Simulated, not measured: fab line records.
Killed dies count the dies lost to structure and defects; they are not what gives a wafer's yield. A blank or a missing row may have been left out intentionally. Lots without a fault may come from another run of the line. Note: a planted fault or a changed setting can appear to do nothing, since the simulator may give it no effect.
Which tool was responsible?    flow n5-finfet    23 lots, 69 wafers sampled, at 6 steps of a route of 1938

## WHAT THE GAUGES SHOWED, per wafer
Not one reading of a measure or inspect step in the record can be checked against a usual standard deviation.

## WHAT TOOL EACH LOT RAN ON (gives the tool, then ch and the chambers of the sampled wafers, and finally the start)
lot   N5_BEOL_M1_ANNEAL_51              N5_BEOL_M2_DEGAS_44           N5_BEOL_M2_SPUTTER_48         N5_BEOL_M3_ETCH_63                  N5_BEOL_M3_HM_OPEN_17              N5_BEOL_M3_STRIP_19
L074  rtp-anneal-01 ch 0, day 6 12:36   pvd-sputter-01, day 6 20:45   pvd-sputter-03, day 6 21:20   rie-diel-03 ch 0,2, day 7 01:29     rie-metal-02 ch 0, day 7 01:44     rie-diel-01 ch 1,2,3, day 7 01:53
L075  rtp-anneal-02 ch 0, day 6 23:14   pvd-sputter-02, day 7 06:07   pvd-sputter-01, day 7 08:20   rie-diel-03 ch 0,2, day 7 13:52     rie-metal-02 ch 0,1, day 7 14:09   rie-diel-02 ch 0,1,2, day 7 14:28
L077  rtp-anneal-02 ch 0, day 7 01:14   pvd-sputter-02, day 7 10:24   pvd-sputter-03, day 7 11:25   rie-diel-01 ch 1,2, day 7 15:19     rie-metal-02 ch 0,1, day 7 15:31   rie-diel-01 ch 0,3, day 7 15:54
L076  rtp-anneal-01 ch 0, day 7 10:36   pvd-sputter-02, day 7 21:40   pvd-sputter-03, day 7 22:18   rie-diel-01 ch 0,1,3, day 8 04:17   rie-metal-01 ch 0,1, day 8 04:29   rie-diel-02 ch 1,2, day 8 04:36
L078  rtp-anneal-02 ch 0, day 7 13:43   pvd-sputter-02, day 8 00:49   pvd-sputter-03, day 8 01:36   rie-diel-01 ch 1,2,3, day 8 06:57   rie-metal-01 ch 0,1, day 8 07:09   rie-diel-02 ch 1,2,3, day 8 07:16
L079  rtp-anneal-02 ch 0, day 7 15:24   pvd-sputter-01, day 8 03:36   pvd-sputter-01, day 8 04:13   rie-diel-02 ch 0,1, day 8 07:53     rie-metal-03 ch 0,1, day 8 08:07   rie-diel-03 ch 1,2,3, day 8 08:13
L080  rtp-anneal-01 ch 0, day 7 16:15   pvd-sputter-03, day 8 04:28   pvd-sputter-03, day 8 05:05   rie-diel-02 ch 0,1,3, day 8 10:22   rie-metal-03 ch 0,1, day 8 10:33   rie-diel-02 ch 0,2,3, day 8 10:52
L081  rtp-anneal-01 ch 0, day 8 03:10   pvd-sputter-03, day 8 10:20   pvd-sputter-03, day 8 11:20   rie-diel-01 ch 1,3, day 8 14:59     rie-metal-01 ch 0,1, day 8 15:11   rie-diel-02 ch 0,1, day 8 15:17
L082  rtp-anneal-02 ch 0, day 8 14:20   pvd-sputter-02, day 9 00:19   pvd-sputter-03, day 9 00:59   rie-diel-02 ch 0,1,3, day 9 05:21   rie-metal-02 ch 0,1, day 9 05:35   rie-diel-03 ch 0,3, day 9 05:40
L083  rtp-anneal-02 ch 0, day 8 17:11   pvd-sputter-02, day 9 00:35   pvd-sputter-01, day 9 01:13   rie-diel-03 ch 0,1, day 9 05:26     rie-metal-03 ch 1, day 9 05:43     rie-diel-03 ch 0,3, day 9 05:49
L084  rtp-anneal-01 ch 0, day 9 00:22   pvd-sputter-01, day 9 07:22   pvd-sputter-02, day 9 07:59   rie-diel-02 ch 1,3, day 9 12:36     rie-metal-02 ch 1, day 9 12:48     rie-diel-03 ch 0,1,3, day 9 13:02
L085  rtp-anneal-02 ch 0, day 9 06:59   pvd-sputter-01, day 10 03:53  pvd-sputter-03, day 10 04:30  rie-diel-01 ch 0,1,3, day 10 09:03  rie-metal-03 ch 0,1, day 10 09:14  rie-diel-03 ch 0,1,3, day 10 09:21
L086  rtp-anneal-01 ch 0, day 9 09:56   pvd-sputter-03, day 10 03:59  pvd-sputter-03, day 10 06:20  rie-diel-01 ch 0,1,2, day 10 11:18  rie-metal-02 ch 1, day 10 11:31    rie-diel-01 ch 0,3, day 10 11:41
L087  rtp-anneal-01 ch 0, day 10 08:37  pvd-sputter-03, day 11 06:45  pvd-sputter-02, day 11 07:28  rie-diel-02 ch 0,3, day 11 11:35    rie-metal-02 ch 0,1, day 11 11:47  rie-diel-02 ch 0,2,3, day 11 11:54
L089  rtp-anneal-01 ch 0, day 10 11:56  pvd-sputter-02, day 11 10:25  pvd-sputter-02, day 11 11:02  rie-diel-02 ch 0,1, day 11 16:07    rie-metal-01 ch 0,1, day 11 16:19  rie-diel-02 ch 0,2, day 11 16:26
L090  rtp-anneal-02 ch 0, day 10 12:52  pvd-sputter-02, day 11 10:49  pvd-sputter-03, day 11 11:29  rie-diel-03 ch 0,1,2, day 11 16:14  rie-metal-03 ch 1, day 11 16:26    rie-diel-01 ch 0,1, day 11 16:38
L091  rtp-anneal-01 ch 0, day 10 23:46  pvd-sputter-03, day 11 16:00  pvd-sputter-02, day 11 18:13  rie-diel-03 ch 0,2,3, day 11 23:20  rie-metal-01 ch 0,1, day 11 23:32  rie-diel-03 ch 1,2,3, day 11 23:38
L092  rtp-anneal-02 ch 0, day 11 09:15  pvd-sputter-02, day 11 22:59  pvd-sputter-02, day 11 23:35  rie-diel-01 ch 0,2,3, day 12 04:57  rie-metal-02 ch 0,1, day 12 05:08  rie-diel-03 ch 0,1,2, day 12 05:18
L093  rtp-anneal-01 ch 0, day 11 18:59  pvd-sputter-02, day 12 11:40  pvd-sputter-02, day 12 14:04  rie-diel-01 ch 2,3, day 12 18:32    rie-metal-01 ch 0,1, day 12 18:44  rie-diel-03 ch 1,2, day 12 19:03
L095  rtp-anneal-01 ch 0, day 11 22:10  pvd-sputter-02, day 12 08:20  pvd-sputter-02, day 12 09:28  rie-diel-02 ch 0,2,3, day 12 14:31  rie-metal-01 ch 0,1, day 12 14:43  rie-diel-02 ch 0,1,2, day 12 14:50
L094  rtp-anneal-01 ch 0, day 12 00:08  pvd-sputter-02, day 12 19:40  pvd-sputter-02, day 12 20:18  rie-diel-01 ch 0,3, day 13 02:07    rie-metal-03 ch 0, day 13 02:19    rie-diel-01 ch 1,3, day 13 02:26
L096  rtp-anneal-02 ch 0, day 12 07:20  pvd-sputter-02, day 12 23:10  pvd-sputter-01, day 12 23:52  rie-diel-03 ch 0,1,3, day 13 07:02  rie-metal-01 ch 0,1, day 13 07:15  rie-diel-01 ch 0,1,2, day 13 07:22
L097  rtp-anneal-01 ch 0, day 12 08:25  pvd-sputter-02, day 12 19:07  pvd-sputter-03, day 12 19:43  rie-diel-02 ch 0,2,3, day 13 00:15  rie-metal-01 ch 0,1, day 13 00:27  rie-diel-01 ch 1,2, day 13 00:34
- N5_BEOL_M1_ANNEAL_51: time 90 s.
- N5_BEOL_M2_DEGAS_44: time 60 s.
- N5_BEOL_M2_SPUTTER_48: material Cu, target thk 4.5 nm, time 8.29 s.
- N5_BEOL_M3_ETCH_63: etches SiARC in CF4, target depth 15.6 nm, time 26 s.
- N5_BEOL_M3_HM_OPEN_17: chemistry Cl2/BCl3, target TiN, target depth 20 nm, overetch 6 nm.
- N5_BEOL_M3_STRIP_19: strips in O2.

## AS READ BY THE TOOLS THEMSELVES (means over the sampled wafers that have a number; for cases with no such wafer, the mark the record gives instead)
N5_BEOL_M1_ANNEAL_51. Usual: wafer_temp_C_max at 226.15, with a standard deviation of 0.29.
lot   tool           wafer_temp_C_max  flag
L074  rtp-anneal-01  226.02            
L075  rtp-anneal-02  226.21            
L077  rtp-anneal-02  226.01            
L076  rtp-anneal-01  226.24            
L078  rtp-anneal-02  225.92            
L079  rtp-anneal-02  226.22            
L080  rtp-anneal-01  226.45            
L081  rtp-anneal-01  226.30            
L082  rtp-anneal-02  226.20            
L083  rtp-anneal-02  225.97            
L084  rtp-anneal-01  226.13            
L085  rtp-anneal-02  225.80            
L086  rtp-anneal-01  226.02            
L087  rtp-anneal-01  226.18            
L089  rtp-anneal-01  226.40            
L090  rtp-anneal-02  225.82            
L091  rtp-anneal-01  226.70            
L092  rtp-anneal-02  225.77            
L093  rtp-anneal-01  226.46            
L095  rtp-anneal-01  226.15            
L094  rtp-anneal-01  226.57            
L096  rtp-anneal-02  225.96            
L097  rtp-anneal-01  226.21            

N5_BEOL_M2_DEGAS_44. Usual: heater-power-w 334 W, standard deviation 25; susceptor-temp-C 250.00 C, standard deviation 0.19.
lot   tool            heater-power-w (W)  susceptor-temp-C (C)  flag
L074  pvd-sputter-01  303                 249.87                
L075  pvd-sputter-02  342                 249.98                
L077  pvd-sputter-02  347                 250.01                
L076  pvd-sputter-02  330                 250.10                
L078  pvd-sputter-02  359                 250.06                
L079  pvd-sputter-01  315                 250.21                
L080  pvd-sputter-03  325                 249.88                
L081  pvd-sputter-03  339                 249.84                
L082  pvd-sputter-02  333                 250.15                
L083  pvd-sputter-02  325                 249.99                
L084  pvd-sputter-01  308                 250.19                
L085  pvd-sputter-01  306                 249.96                
L086  pvd-sputter-03  325                 250.26                
L087  pvd-sputter-03  337                 250.01                
L089  pvd-sputter-02  338                 249.97                
L090  pvd-sputter-02  344                 249.98                
L091  pvd-sputter-03  343                 250.00                
L092  pvd-sputter-02  350                 250.06                
L093  pvd-sputter-02  355                 250.03                
L095  pvd-sputter-02  337                 250.05                
L094  pvd-sputter-02  331                 249.78                
L096  pvd-sputter-02  334                 249.86                
L097  pvd-sputter-02  328                 250.01                

N5_BEOL_M2_SPUTTER_48. Usual: chamber-pressure-pa 0.07001 Pa, standard deviation 0.00013; susceptor-temp-C -20.01 C, standard deviation 0.092; throttle-valve-pct 30.3 %, standard deviation 0.94.
lot   tool            chamber-pressure-pa (Pa)  susceptor-temp-C (C)  throttle-valve-pct (%)  flag
L074  pvd-sputter-03  0.07001                   -20.05                30.4                    
L075  pvd-sputter-01  0.07001                   -19.98                30.2                    
L077  pvd-sputter-03  0.06993                   -20.08                30.4                    
L076  pvd-sputter-03  0.07003                   -19.97                30.7                    
L078  pvd-sputter-03  0.06999                   -20.01                30.5                    
L079  pvd-sputter-01  0.07012                   -19.97                29.7                    
L080  pvd-sputter-03  0.07005                   -20.04                30.7                    
L081  pvd-sputter-03  0.06999                   -20.06                30.7                    
L082  pvd-sputter-03  0.06987                   -20.03                29.6                    
L083  pvd-sputter-01  0.07005                   -20.08                30.7                    
L084  pvd-sputter-02  0.06999                   -19.98                30.4                    
L085  pvd-sputter-03  0.06996                   -20.02                30.7                    
L086  pvd-sputter-03  0.07007                   -19.99                29.9                    
L087  pvd-sputter-02  0.07000                   -20.04                29.9                    
L089  pvd-sputter-02  0.06996                   -19.89                30.6                    
L090  pvd-sputter-03  0.07008                   -20.01                30.8                    
L091  pvd-sputter-02  0.07015                   -20.01                30.4                    
L092  pvd-sputter-02  0.07007                   -20.02                30.3                    
L093  pvd-sputter-02  0.07006                   -20.03                29.9                    
L095  pvd-sputter-02  0.07009                   -19.96                30.5                    
L094  pvd-sputter-02  0.07006                   -19.97                30.5                    
L096  pvd-sputter-01  0.07006                   -20.01                30.1                    
L097  pvd-sputter-03  0.06990                   -20.03                30.6                    

N5_BEOL_M3_ETCH_63. Usual: drypump-motor-current-A 6.0 A, standard deviation 0.38; etch-rf-on-time-s 26.1 s, standard deviation 0.91; oes-product-au 0.68 a.u., standard deviation 0.081; rf-vpp-V 183.9 V, standard deviation 1.1; showerhead-plenum-p-Torr 2.14 Torr, standard deviation 0.064; throttle-valve-pct 15.63 %, standard deviation 0.24.
lot   tool         drypump-motor-current-A (A)  etch-rf-on-time-s (s)  oes-product-au (a.u.)  rf-vpp-V (V)  showerhead-plenum-p-Torr (Torr)  throttle-valve-pct (%)  flag
L074  rie-diel-03  5.7                          26.0                   0.67                   183.7         2.14                             15.54                   
L075  rie-diel-03  5.7                          26.4                   0.66                   185.1         2.14                             15.54                   
L077  rie-diel-01  6.0                          26.2                   0.73                   184.2         2.14                             15.67                   
L076  rie-diel-01  6.1                          26.8                   0.73                   184.4         2.15                             15.58                   
L078  rie-diel-01  6.0                          26.6                   0.66                   183.6         2.15                             15.73                   
L079  rie-diel-02  6.0                          26.3                   0.67                   183.2         2.10                             15.76                   
L080  rie-diel-02  6.1                          25.9                   0.67                   182.5         2.10                             15.58                   
L081  rie-diel-01  6.0                          27.1                   0.70                   183.4         2.12                             15.68                   
L082  rie-diel-02  6.1                          26.2                   0.66                   184.1         2.10                             15.59                   
L083  rie-diel-03  5.6                          26.9                   0.76                   183.7         2.11                             15.37                   
L084  rie-diel-02  5.7                          26.6                   0.62                   182.3         2.06                             15.87                   
L085  rie-diel-01  6.1                          26.5                   0.71                   184.0         2.14                             15.60                   
L086  rie-diel-01  6.1                          25.7                   0.72                   183.5         2.17                             15.59                   
L087  rie-diel-02  6.4                          26.1                   0.69                   184.6         2.14                             15.37                   
L089  rie-diel-02  6.4                          25.8                   0.69                   185.0         2.14                             15.55                   
L090  rie-diel-03  5.9                          26.1                   0.68                   184.0         2.11                             15.52                   
L091  rie-diel-03  6.1                          25.8                   0.62                   184.3         2.15                             15.67                   
L092  rie-diel-01  6.1                          26.1                   0.65                   183.3         2.17                             15.67                   
L093  rie-diel-01  6.0                          26.2                   0.60                   184.2         2.18                             15.83                   
L095  rie-diel-02  6.1                          25.4                   0.73                   184.0         2.16                             15.50                   
L094  rie-diel-01  6.0                          26.8                   0.64                   184.0         2.15                             15.67                   
L096  rie-diel-03  5.8                          26.5                   0.66                   184.9         2.14                             15.57                   
L097  rie-diel-02  6.1                          25.6                   0.72                   184.5         2.16                             15.51                   

N5_BEOL_M3_HM_OPEN_17. Usual: drypump-motor-current-A 5.60 A, standard deviation 0.24; oes_ar_750_au 0.82 a.u., standard deviation 0.13; oes-product-au 0.70 a.u., standard deviation 0.1; throttle-valve-pct 22.46 %, standard deviation 0.2.
lot   tool          drypump-motor-current-A (A)  oes_ar_750_au (a.u.)  oes-product-au (a.u.)  throttle-valve-pct (%)  flag
L074  rie-metal-02  5.29                         0.61                  0.52                   22.44                   
L075  rie-metal-02  5.61                         0.87                  0.73                   22.33                   
L077  rie-metal-02  5.46                         0.73                  0.63                   22.39                   
L076  rie-metal-01  5.69                         0.95                  0.79                   22.67                   
L078  rie-metal-01  5.56                         0.90                  0.77                   22.56                   
L079  rie-metal-03  5.65                         0.69                  0.60                   22.40                   
L080  rie-metal-03  5.77                         0.65                  0.58                   22.48                   
L081  rie-metal-01  5.68                         0.93                  0.79                   22.66                   
L082  rie-metal-02  5.62                         0.83                  0.70                   22.34                   
L083  rie-metal-03  5.47                         0.74                  0.64                   22.30                   
L084  rie-metal-02  5.82                         0.93                  0.78                   22.31                   
L085  rie-metal-03  5.64                         0.68                  0.60                   22.40                   
L086  rie-metal-02  5.82                         0.92                  0.77                   22.29                   
L087  rie-metal-02  5.46                         0.92                  0.79                   22.11                   
L089  rie-metal-01  5.69                         0.91                  0.75                   22.68                   
L090  rie-metal-03  5.49                         0.72                  0.62                   22.32                   
L091  rie-metal-01  5.67                         0.90                  0.75                   22.69                   
L092  rie-metal-02  5.45                         0.92                  0.78                   22.12                   
L093  rie-metal-01  5.54                         0.86                  0.73                   22.58                   
L095  rie-metal-01  5.71                         0.90                  0.74                   22.70                   
L094  rie-metal-03  5.98                         0.97                  0.83                   22.28                   
L096  rie-metal-01  5.54                         0.86                  0.71                   22.60                   
L097  rie-metal-01  5.68                         0.89                  0.75                   22.67                   

N5_BEOL_M3_STRIP_19. Usual: drypump-motor-current-A 6.0 A, standard deviation 0.38; oes-product-au 0.79 a.u., standard deviation 0.099; rf-vpp-V 3.6 V, standard deviation 0.51; showerhead-plenum-p-Torr 2.08 Torr, standard deviation 0.064; throttle-valve-pct 16.68 %, standard deviation 0.27.
lot   tool         drypump-motor-current-A (A)  oes-product-au (a.u.)  rf-vpp-V (V)  showerhead-plenum-p-Torr (Torr)  throttle-valve-pct (%)  flag
L074  rie-diel-01  5.9                          0.79                   3.5           2.10                             16.70                   
L075  rie-diel-02  6.0                          0.77                   3.5           2.04                             16.80                   
L077  rie-diel-01  6.0                          0.81                   3.5           2.08                             16.48                   
L076  rie-diel-02  5.8                          0.71                   3.5           2.00                             17.08                   
L078  rie-diel-02  5.7                          0.71                   3.8           1.99                             16.84                   
L079  rie-diel-03  6.3                          0.80                   3.7           2.11                             16.66                   
L080  rie-diel-02  6.1                          0.76                   3.8           2.03                             16.57                   
L081  rie-diel-02  6.0                          0.79                   3.0           2.06                             16.87                   
L082  rie-diel-03  5.6                          0.76                   3.4           2.14                             16.71                   
L083  rie-diel-03  5.7                          0.76                   3.3           2.14                             16.72                   
L084  rie-diel-03  5.8                          0.81                   3.4           2.11                             16.62                   
L085  rie-diel-03  5.8                          0.80                   3.9           2.11                             16.63                   
L086  rie-diel-01  6.0                          0.78                   3.8           2.07                             16.52                   
L087  rie-diel-02  6.0                          0.85                   3.6           2.11                             16.45                   
L089  rie-diel-02  6.0                          0.93                   3.6           2.19                             16.50                   
L090  rie-diel-01  6.2                          0.90                   4.2           2.09                             16.38                   
L091  rie-diel-03  6.3                          0.77                   3.7           2.10                             16.70                   
L092  rie-diel-03  5.9                          0.79                   3.4           2.08                             16.68                   
L093  rie-diel-03  6.3                          0.76                   3.6           2.07                             16.75                   
L095  rie-diel-02  6.0                          0.84                   3.1           2.12                             16.71                   
L094  rie-diel-01  6.0                          0.81                   3.6           2.05                             16.76                   
L096  rie-diel-01  6.1                          0.82                   3.3           2.10                             16.62                   
L097  rie-diel-01  6.1                          0.81                   3.4           2.08                             16.80                   

## THE ANSWER, worked out from the rows above alone
Rule: lot off if the mean of its wafers having a number is beyond 3 standard deviations from the usual mean. Also off: a lot with no number at a reading for which 4 or more lots have one. All remaining lots with rows at the step are treated as sound. Order of review: gauges by route order, followed by the tools' own readings, for which a lot's mean as printed above is used. At the first step where some lot is off, the reading lying furthest off is the one used; lots without a number count as furthest.
Nothing can be told from this: no lot is off at any reading shown.

## WHAT THE SIMULATOR HAD INSERTED
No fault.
